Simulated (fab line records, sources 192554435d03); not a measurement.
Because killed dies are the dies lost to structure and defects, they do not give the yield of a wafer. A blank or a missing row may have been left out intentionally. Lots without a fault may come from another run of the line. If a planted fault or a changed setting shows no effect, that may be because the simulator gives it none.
Which tool did it? | flow n5-finfet | Sampling: 23 lots, 69 wafers, 6 of 1938 route steps

WHAT THE GAUGES SHOWED, per wafer
The record holds no reading of a measuring or inspecting step that can be judged against a usual standard deviation.

WHICH TOOL RAN EACH LOT (tool, then ch and the chambers of the sampled wafers, then the start)
lot  | N5_BEOL_M10_DESCUM_33              | N5_BEOL_M10_SPUTTER_48       | N5_BEOL_M11_PRE_CLEAN_45     | N5_BEOL_M11_SPUTTER_48       | N5_BEOL_M12_ILD_DEP_00          | N5_BEOL_M12_VIA_ETCH_16
L074 | rie-diel-04 ch 0,1,3, day 10 09:24 | pvd-sputter-02, day 10 11:37 | pvd-sputter-01, day 10 17:34 | pvd-sputter-02, day 10 18:08 | pecvd-04 ch 1,2, day 10 19:14   | rie-diel-02 ch 1,2,3, day 10 19:51
L077 | rie-diel-04 ch 0,1,3, day 10 11:42 | pvd-sputter-01, day 10 13:56 | pvd-sputter-03, day 10 19:30 | pvd-sputter-01, day 10 20:13 | pecvd-01 ch 0,1,2, day 10 21:16 | rie-diel-01 ch 0,2, day 10 21:59
L075 | rie-diel-01 ch 0,2,3, day 10 12:01 | pvd-sputter-01, day 10 14:01 | pvd-sputter-01, day 10 19:40 | pvd-sputter-03, day 10 20:14 | pecvd-03 ch 0,1,2, day 10 21:31 | rie-diel-04 ch 0,1, day 10 22:23
L076 | rie-diel-01 ch 1,2,3, day 10 18:40 | pvd-sputter-01, day 10 22:19 | pvd-sputter-03, day 11 08:23 | pvd-sputter-02, day 11 09:44 | pecvd-01 ch 1,2, day 11 11:04   | rie-diel-02 ch 1,2,3, day 11 11:43
L078 | rie-diel-04 ch 0,1,3, day 11 09:41 | pvd-sputter-03, day 11 13:08 | pvd-sputter-03, day 11 18:32 | pvd-sputter-01, day 11 19:35 | pecvd-01 ch 0,2, day 11 21:18   | rie-diel-01 ch 0,2, day 11 21:55
L080 | rie-diel-01 ch 0,1,2, day 11 17:28 | pvd-sputter-03, day 11 19:37 | pvd-sputter-02, day 12 05:46 | pvd-sputter-01, day 12 06:23 | pecvd-01 ch 0,2, day 12 07:24   | rie-diel-04 ch 2,3, day 12 08:08
L081 | rie-diel-01 ch 0,1, day 12 01:23   | pvd-sputter-01, day 12 04:03 | pvd-sputter-02, day 12 12:06 | pvd-sputter-02, day 12 12:58 | pecvd-03 ch 0,2, day 12 13:58   | rie-diel-04 ch 0,1,2, day 12 14:34
L082 | rie-diel-04 ch 1,2,3, day 12 18:22 | pvd-sputter-03, day 12 20:11 | pvd-sputter-03, day 13 02:52 | pvd-sputter-03, day 13 03:53 | pecvd-03 ch 0,1,2, day 13 05:08 | rie-diel-04 ch 0,2, day 13 05:45
L083 | rie-diel-04 ch 1,3, day 12 22:35   | pvd-sputter-03, day 13 01:41 | pvd-sputter-02, day 13 06:41 | pvd-sputter-02, day 13 07:27 | pecvd-04 ch 0,2, day 13 08:28   | rie-diel-01 ch 2,3, day 13 09:05
L084 | rie-diel-02 ch 0,2,3, day 12 23:22 | pvd-sputter-03, day 13 01:53 | pvd-sputter-02, day 13 07:34 | pvd-sputter-02, day 13 08:25 | pecvd-03 ch 0,1,2, day 13 09:25 | rie-diel-02 ch 2,3, day 13 10:03
L085 | rie-diel-02 ch 0,1,2, day 13 08:47 | pvd-sputter-02, day 13 12:17 | pvd-sputter-02, day 13 21:11 | pvd-sputter-03, day 13 21:44 | pecvd-01 ch 0,1, day 13 22:45   | rie-diel-02 ch 0,1,2, day 13 23:25
L086 | rie-diel-01 ch 0,1, day 13 14:40   | pvd-sputter-03, day 13 16:28 | pvd-sputter-01, day 14 00:43 | pvd-sputter-01, day 14 01:31 | pecvd-04 ch 0,1, day 14 02:31   | rie-diel-04 ch 1,2,3, day 14 03:13
L089 | rie-diel-02 ch 0,2,3, day 13 21:10 | pvd-sputter-02, day 13 23:20 | pvd-sputter-03, day 14 06:29 | pvd-sputter-01, day 14 07:07 | pecvd-03 ch 1,2, day 14 08:15   | rie-diel-01 ch 2,3, day 14 08:52
L088 | rie-diel-01 ch 0,1, day 13 23:52   | pvd-sputter-01, day 14 01:53 | pvd-sputter-01, day 14 10:02 | pvd-sputter-01, day 14 10:48 | pecvd-01 ch 0,1,2, day 14 11:59 | rie-diel-04 ch 0,1,3, day 14 12:35
L087 | rie-diel-01 ch 0,2,3, day 14 00:20 | pvd-sputter-01, day 14 02:54 | pvd-sputter-01, day 14 11:44 | pvd-sputter-02, day 14 13:46 | pecvd-04 ch 0,1,2, day 14 15:05 | rie-diel-04 ch 1,2,3, day 14 15:42
L090 | rie-diel-01 ch 0,1,3, day 14 16:16 | pvd-sputter-03, day 14 18:49 | pvd-sputter-02, day 15 02:44 | pvd-sputter-03, day 15 03:26 | pecvd-04 ch 0,2, day 15 04:47   | rie-diel-01 ch 0,1, day 15 06:07
L092 | rie-diel-04 ch 0,2, day 14 21:28   | pvd-sputter-02, day 15 02:00 | pvd-sputter-03, day 15 10:52 | pvd-sputter-03, day 15 11:27 | pecvd-01 ch 1,2, day 15 12:51   | rie-diel-01 ch 0,2,3, day 15 13:28
L093 | rie-diel-02 ch 0,3, day 14 21:37   | pvd-sputter-02, day 15 02:11 | pvd-sputter-02, day 15 09:55 | pvd-sputter-03, day 15 10:55 | pecvd-04 ch 1,2, day 15 12:11   | rie-diel-01 ch 1,2,3, day 15 12:48
L094 | rie-diel-04 ch 0,1, day 15 08:31   | pvd-sputter-03, day 15 11:11 | pvd-sputter-02, day 15 18:58 | pvd-sputter-03, day 15 19:37 | pecvd-04 ch 0,2, day 15 20:37   | rie-diel-04 ch 0,1,2, day 15 21:14
L095 | rie-diel-02 ch 0,2, day 15 18:10   | pvd-sputter-03, day 15 20:15 | pvd-sputter-02, day 16 04:12 | pvd-sputter-02, day 16 04:47 | pecvd-01 ch 1,2, day 16 05:47   | rie-diel-02 ch 1,2,3, day 16 06:24
L096 | rie-diel-04 ch 0,1, day 15 23:22   | pvd-sputter-02, day 16 01:21 | pvd-sputter-03, day 16 08:10 | pvd-sputter-02, day 16 08:47 | pecvd-01 ch 0,1,2, day 16 09:47 | rie-diel-04 ch 0,2, day 16 10:24
L097 | rie-diel-02 ch 1,2, day 15 23:26   | pvd-sputter-02, day 16 01:11 | pvd-sputter-02, day 16 07:52 | pvd-sputter-02, day 16 08:25 | pecvd-04 ch 1,2, day 16 09:29   | rie-diel-04 ch 2,3, day 16 10:05
L091 | rie-diel-01 ch 0,1,2, day 16 15:21 | pvd-sputter-03, day 16 17:07 | pvd-sputter-03, day 17 02:30 | pvd-sputter-03, day 17 03:07 | pecvd-03 ch 1,2, day 17 04:15   | rie-diel-01 ch 0,3, day 17 04:52
- N5_BEOL_M10_DESCUM_33: chemistry O2, time 7.9 s.
- N5_BEOL_M10_SPUTTER_48: material Cu, target thk 12 nm, time 2 s.
- N5_BEOL_M11_PRE_CLEAN_45: time 30 s.
- N5_BEOL_M11_SPUTTER_48: material Cu, target thk 12 nm, time 2 s.
- N5_BEOL_M12_ILD_DEP_00: deposits SiOC from DEMS/O2, target thk 658.92 nm, time 130.7 s.
- N5_BEOL_M12_VIA_ETCH_16: etches SiOC in C4F8/O2/Ar, target depth 724.8 nm.

WHAT THE TOOLS THEMSELVES READ (means of the sampled wafers that have a number; where no wafer has one, the mark that the record gives instead)
N5_BEOL_M10_DESCUM_33. Usual: drypump-motor-current-A 5.9 A, standard deviation 0.41; oes-product-au 0.78 a.u., standard deviation 0.084; rf-vpp-V 243.0 V, standard deviation 1.1; showerhead-plenum-p-Torr 2.08 Torr, standard deviation 0.057; throttle-valve-pct 20.51 %, standard deviation 0.24.
lot  | tool        | drypump-motor-current-A (A) | oes-product-au (a.u.) | rf-vpp-V (V) | showerhead-plenum-p-Torr (Torr) | throttle-valve-pct (%) | flag
L074 | rie-diel-04 | 5.5                         | 0.82                  | 243.2        | 2.10                            | 20.51                  |
L077 | rie-diel-04 | 5.5                         | 0.82                  | 242.1        | 2.10                            | 20.51                  |
L075 | rie-diel-01 | 6.1                         | 0.72                  | 242.9        | 2.05                            | 20.54                  |
L076 | rie-diel-01 | 6.2                         | 0.75                  | 243.8        | 2.10                            | 20.71                  |
L078 | rie-diel-04 | 5.5                         | 0.80                  | 244.1        | 2.10                            | 20.52                  |
L080 | rie-diel-01 | 5.9                         | 0.76                  | 242.1        | 2.04                            | 20.55                  |
L081 | rie-diel-01 | 6.1                         | 0.78                  | 242.8        | 2.07                            | 20.58                  |
L082 | rie-diel-04 | 5.7                         | 0.82                  | 243.5        | 2.10                            | 20.43                  |
L083 | rie-diel-04 | 5.5                         | 0.82                  | 243.5        | 2.11                            | 20.59                  |
L084 | rie-diel-02 | 6.0                         | 0.74                  | 243.0        | 2.13                            | 20.56                  |
L085 | rie-diel-02 | 6.2                         | 0.76                  | 242.5        | 2.13                            | 20.65                  |
L086 | rie-diel-01 | 6.1                         | 0.77                  | 243.7        | 2.07                            | 20.59                  |
L089 | rie-diel-02 | 6.0                         | 0.74                  | 242.8        | 2.12                            | 20.58                  |
L088 | rie-diel-01 | 6.0                         | 0.74                  | 242.0        | 2.02                            | 20.43                  |
L087 | rie-diel-01 | 6.0                         | 0.80                  | 242.9        | 2.04                            | 20.45                  |
L090 | rie-diel-01 | 6.3                         | 0.82                  | 242.8        | 2.08                            | 20.50                  |
L092 | rie-diel-04 | 5.5                         | 0.88                  | 243.3        | 2.06                            | 20.02                  |
L093 | rie-diel-02 | 5.9                         | 0.77                  | 243.1        | 2.10                            | 20.42                  |
L094 | rie-diel-04 | 5.4                         | 0.88                  | 242.0        | 2.05                            | 20.19                  |
L095 | rie-diel-02 | 6.3                         | 0.77                  | 243.5        | 2.13                            | 20.61                  |
L096 | rie-diel-04 | 5.4                         | 0.85                  | 242.1        | 2.05                            | 20.20                  |
L097 | rie-diel-02 | 6.1                         | 0.71                  | 244.1        | 2.10                            | 20.77                  |
L091 | rie-diel-01 | 5.9                         | 0.72                  | 242.3        | 2.02                            | 20.59                  |

N5_BEOL_M10_SPUTTER_48. Usual: chamber-pressure-pa 0.12999 Pa, standard deviation 0.00025; susceptor-temp-C -20.01 C, standard deviation 0.12; throttle-valve-pct 29.9 %, standard deviation 0.95.
lot  | tool           | chamber-pressure-pa (Pa) | susceptor-temp-C (C) | throttle-valve-pct (%) | flag
L074 | pvd-sputter-02 | 0.13019                  | -20.07               | 29.3                   |
L077 | pvd-sputter-01 | 0.13020                  | -19.99               | 29.6                   |
L075 | pvd-sputter-01 | 0.12981                  | -20.01               | 30.9                   |
L076 | pvd-sputter-01 | 0.13018                  | -19.95               | 30.6                   |
L078 | pvd-sputter-03 | 0.13013                  | -20.02               | 29.5                   |
L080 | pvd-sputter-03 | 0.12995                  | -20.07               | 30.3                   |
L081 | pvd-sputter-01 | 0.12997                  | -19.87               | 30.4                   |
L082 | pvd-sputter-03 | 0.13011                  | -20.09               | 30.3                   |
L083 | pvd-sputter-03 | 0.13014                  | -19.95               | 28.9                   |
L084 | pvd-sputter-03 | 0.12994                  | -20.01               | 30.1                   |
L085 | pvd-sputter-02 | 0.12984                  | -19.99               | 29.3                   |
L086 | pvd-sputter-03 | 0.12986                  | -20.04               | 30.0                   |
L089 | pvd-sputter-02 | 0.12985                  | -19.92               | 30.0                   |
L088 | pvd-sputter-01 | 0.13015                  | -20.03               | 30.1                   |
L087 | pvd-sputter-01 | 0.13000                  | -20.08               | 30.4                   |
L090 | pvd-sputter-03 | 0.13004                  | -20.17               | 29.7                   |
L092 | pvd-sputter-02 | 0.12993                  | -20.03               | 29.1                   |
L093 | pvd-sputter-02 | 0.13007                  | -19.97               | 29.1                   |
L094 | pvd-sputter-03 | 0.12995                  | -20.05               | 30.0                   |
L095 | pvd-sputter-03 | 0.13010                  | -19.88               | 29.7                   |
L096 | pvd-sputter-02 | 0.13003                  | -19.99               | 29.1                   |
L097 | pvd-sputter-02 | 0.13004                  | -19.98               | 29.1                   |
L091 | pvd-sputter-03 | 0.12999                  | -20.08               | 29.5                   |

N5_BEOL_M11_PRE_CLEAN_45. Usual: heater-power-w 323 W, standard deviation 38; susceptor-temp-C 250.00 C, standard deviation 0.18.
lot  | tool           | heater-power-w (W) | susceptor-temp-C (C) | flag
L074 | pvd-sputter-01 | 334                | 249.98               |
L077 | pvd-sputter-03 | 289                | 250.10               |
L075 | pvd-sputter-01 | 308                | 249.90               |
L076 | pvd-sputter-03 | 310                | 250.08               |
L078 | pvd-sputter-03 | 318                | 249.77               |
L080 | pvd-sputter-02 | 340                | 250.09               |
L081 | pvd-sputter-02 | 341                | 249.85               |
L082 | pvd-sputter-03 | 283                | 250.03               |
L083 | pvd-sputter-02 | 306                | 249.83               |
L084 | pvd-sputter-02 | 337                | 250.08               |
L085 | pvd-sputter-02 | 344                | 249.99               |
L086 | pvd-sputter-01 | 354                | 249.97               |
L089 | pvd-sputter-03 | 308                | 249.95               |
L088 | pvd-sputter-01 | 334                | 250.00               |
L087 | pvd-sputter-01 | 333                | 249.92               |
L090 | pvd-sputter-02 | 347                | 250.07               |
L092 | pvd-sputter-03 | 324                | 249.89               |
L093 | pvd-sputter-02 | 343                | 250.05               |
L094 | pvd-sputter-02 | 309                | 250.06               |
L095 | pvd-sputter-02 | 338                | 250.21               |
L096 | pvd-sputter-03 | 319                | 250.01               |
L097 | pvd-sputter-02 | 311                | 250.01               |
L091 | pvd-sputter-03 | 325                | 249.96               |

N5_BEOL_M11_SPUTTER_48. Usual: chamber-pressure-pa 0.12998 Pa, standard deviation 0.00028; susceptor-temp-C -20.00 C, standard deviation 0.11; throttle-valve-pct 29.8 %, standard deviation 0.92.
lot  | tool           | chamber-pressure-pa (Pa) | susceptor-temp-C (C) | throttle-valve-pct (%) | flag
L074 | pvd-sputter-02 | 0.13007                  | -19.85               | 29.6                   |
L077 | pvd-sputter-01 | 0.12998                  | -20.12               | 29.7                   |
L075 | pvd-sputter-03 | 0.13002                  | -20.09               | 30.5                   |
L076 | pvd-sputter-02 | 0.12999                  | -19.98               | 29.2                   |
L078 | pvd-sputter-01 | 0.13004                  | -19.95               | 30.7                   |
L080 | pvd-sputter-01 | 0.13012                  | -20.06               | 30.5                   |
L081 | pvd-sputter-02 | 0.13003                  | -20.02               | 29.1                   |
L082 | pvd-sputter-03 | 0.13009                  | -20.00               | 29.7                   |
L083 | pvd-sputter-02 | 0.13017                  | -19.96               | 29.4                   |
L084 | pvd-sputter-02 | 0.13016                  | -19.99               | 29.7                   |
L085 | pvd-sputter-03 | 0.12992                  | -19.94               | 30.5                   |
L086 | pvd-sputter-01 | 0.12996                  | -20.00               | 29.8                   |
L089 | pvd-sputter-01 | 0.13025                  | -20.00               | 31.0                   |
L088 | pvd-sputter-01 | 0.12976                  | -19.85               | 29.7                   |
L087 | pvd-sputter-02 | 0.12980                  | -19.98               | 29.7                   |
L090 | pvd-sputter-03 | 0.12970                  | -20.17               | 29.0                   |
L092 | pvd-sputter-03 | 0.13000                  | -20.01               | 29.6                   |
L093 | pvd-sputter-03 | 0.13019                  | -20.04               | 30.4                   |
L094 | pvd-sputter-03 | 0.13002                  | -19.91               | 30.1                   |
L095 | pvd-sputter-02 | 0.13032                  | -19.99               | 29.6                   |
L096 | pvd-sputter-02 | 0.12995                  | -20.01               | 29.4                   |
L097 | pvd-sputter-02 | 0.12974                  | -19.97               | 29.2                   |
L091 | pvd-sputter-03 | 0.12986                  | -19.96               | 29.4                   |

N5_BEOL_M12_ILD_DEP_00. Usual: heater-power-w 529 W, standard deviation 52; showerhead-plenum-p-Torr 5.692 Torr, standard deviation 0.011; susceptor-temp-C 350.00 C, standard deviation 0.22; throttle-valve-pct 11.7 %, standard deviation 0.62.
lot  | tool     | heater-power-w (W) | showerhead-plenum-p-Torr (Torr) | susceptor-temp-C (C) | throttle-valve-pct (%) | flag
L074 | pecvd-04 | 470                | 5.693                           | 349.82               | 11.2                   |
L077 | pecvd-01 | 505                | 5.692                           | 350.06               | 11.7                   |
L075 | pecvd-03 | 577                | 5.688                           | 350.03               | 11.7                   |
L076 | pecvd-01 | 526                | 5.694                           | 350.10               | 11.2                   |
L078 | pecvd-01 | 500                | 5.702                           | 349.96               | 11.2                   |
L080 | pecvd-01 | 527                | 5.701                           | 350.08               | 11.2                   |
L081 | pecvd-03 | 582                | 5.694                           | 350.30               | 11.0                   |
L082 | pecvd-03 | 596                | 5.687                           | 350.17               | 11.8                   |
L083 | pecvd-04 | 479                | 5.687                           | 349.73               | 11.5                   |
L084 | pecvd-03 | 517                | 5.694                           | 349.97               | 11.9                   |
L085 | pecvd-01 | 517                | 5.676                           | 349.91               | 12.0                   |
L086 | pecvd-04 | 532                | 5.698                           | 349.97               | 11.7                   |
L089 | pecvd-03 | 557                | 5.686                           | 350.31               | 11.2                   |
L088 | pecvd-01 | 569                | 5.696                           | 350.06               | 11.5                   |
L087 | pecvd-04 | 523                | 5.692                           | 350.00               | 11.7                   |
L090 | pecvd-04 | 483                | 5.679                           | 349.89               | 11.9                   |
L092 | pecvd-01 | 514                | 5.697                           | 349.93               | 11.6                   |
L093 | pecvd-04 | 489                | 5.698                           | 349.96               | 11.4                   |
L094 | pecvd-04 | 485                | 5.688                           | 350.17               | 11.7                   |
L095 | pecvd-01 | 588                | 5.697                           | 349.97               | 11.2                   |
L096 | pecvd-01 | 523                | 5.691                           | 350.15               | 11.7                   |
L097 | pecvd-04 | 480                | 5.700                           | 349.92               | 11.3                   |
L091 | pecvd-03 | 577                | 5.692                           | 349.98               | 11.4                   |

N5_BEOL_M12_VIA_ETCH_16. Usual: drypump-motor-current-A 5.8 A, standard deviation 0.44; oes-product-au 0.71 a.u., standard deviation 0.084; rf-vpp-V 665.0 V, standard deviation 2.2; showerhead-plenum-p-Torr 3.41 Torr, standard deviation 0.09; throttle-valve-pct 24.29 %, standard deviation 0.24.
lot  | tool        | drypump-motor-current-A (A) | oes-product-au (a.u.) | rf-vpp-V (V) | showerhead-plenum-p-Torr (Torr) | throttle-valve-pct (%) | flag
L074 | rie-diel-02 | 5.9                         | 0.66                  | 665.8        | 3.47                            | 24.47                  |
L077 | rie-diel-01 | 5.8                         | 0.66                  | 661.7        | 3.26                            | 24.09                  |
L075 | rie-diel-04 | 5.4                         | 0.65                  | 664.5        | 3.41                            | 24.33                  |
L076 | rie-diel-02 | 5.9                         | 0.66                  | 665.2        | 3.46                            | 24.47                  |
L078 | rie-diel-01 | 5.7                         | 0.67                  | 662.0        | 3.26                            | 24.16                  |
L080 | rie-diel-04 | 5.8                         | 0.74                  | 665.9        | 3.45                            | 24.12                  |
L081 | rie-diel-04 | 5.6                         | 0.66                  | 664.7        | 3.42                            | 24.25                  |
L082 | rie-diel-04 | 5.5                         | 0.63                  | 663.9        | 3.39                            | 24.18                  |
L083 | rie-diel-01 | 6.4                         | 0.82                  | 665.6        | 3.42                            | 24.25                  |
L084 | rie-diel-02 | 6.1                         | 0.63                  | 666.6        | 3.50                            | 24.60                  |
L085 | rie-diel-02 | 6.2                         | 0.68                  | 666.9        | 3.48                            | 24.54                  |
L086 | rie-diel-04 | 5.7                         | 0.72                  | 665.8        | 3.45                            | 24.30                  |
L089 | rie-diel-01 | 6.3                         | 0.79                  | 666.3        | 3.42                            | 24.27                  |
L088 | rie-diel-04 | 5.5                         | 0.78                  | 666.1        | 3.43                            | 24.28                  |
L087 | rie-diel-04 | 5.7                         | 0.71                  | 665.7        | 3.44                            | 24.32                  |
L090 | rie-diel-01 | 6.0                         | 0.66                  | 662.5        | 3.30                            | 24.19                  |
L092 | rie-diel-01 | 6.1                         | 0.71                  | 663.1        | 3.33                            | 24.20                  |
L093 | rie-diel-01 | 6.2                         | 0.74                  | 664.1        | 3.39                            | 24.31                  |
L094 | rie-diel-04 | 5.6                         | 0.72                  | 664.5        | 3.40                            | 24.16                  |
L095 | rie-diel-02 | 5.9                         | 0.72                  | 665.9        | 3.44                            | 24.43                  |
L096 | rie-diel-04 | 5.5                         | 0.77                  | 664.1        | 3.38                            | 23.94                  |
L097 | rie-diel-04 | 5.9                         | 0.70                  | 665.6        | 3.43                            | 24.16                  |
L091 | rie-diel-01 | 6.4                         | 0.75                  | 664.5        | 3.40                            | 24.24                  |

THE ANSWER, worked out from the rows above alone
Rule: take the mean of a lot's wafers that have a number; if it is more than 3 standard deviations from the usual mean, the lot is off. Also off: a lot with no number at a reading for which 4 or more lots have one. Where the step has rows for the other lots, those lots are counted as sound. First the gauges in route order, then the tools' own readings, where a lot's mean is used as printed above. The first step at which some lot is off is used, and at that step the reading that is off furthest; a lot without a number counts as furthest.
No lot is off on any of the readings shown, so nothing can be concluded from this.

WHAT HAD BEEN PUT IN BY THE SIMULATOR
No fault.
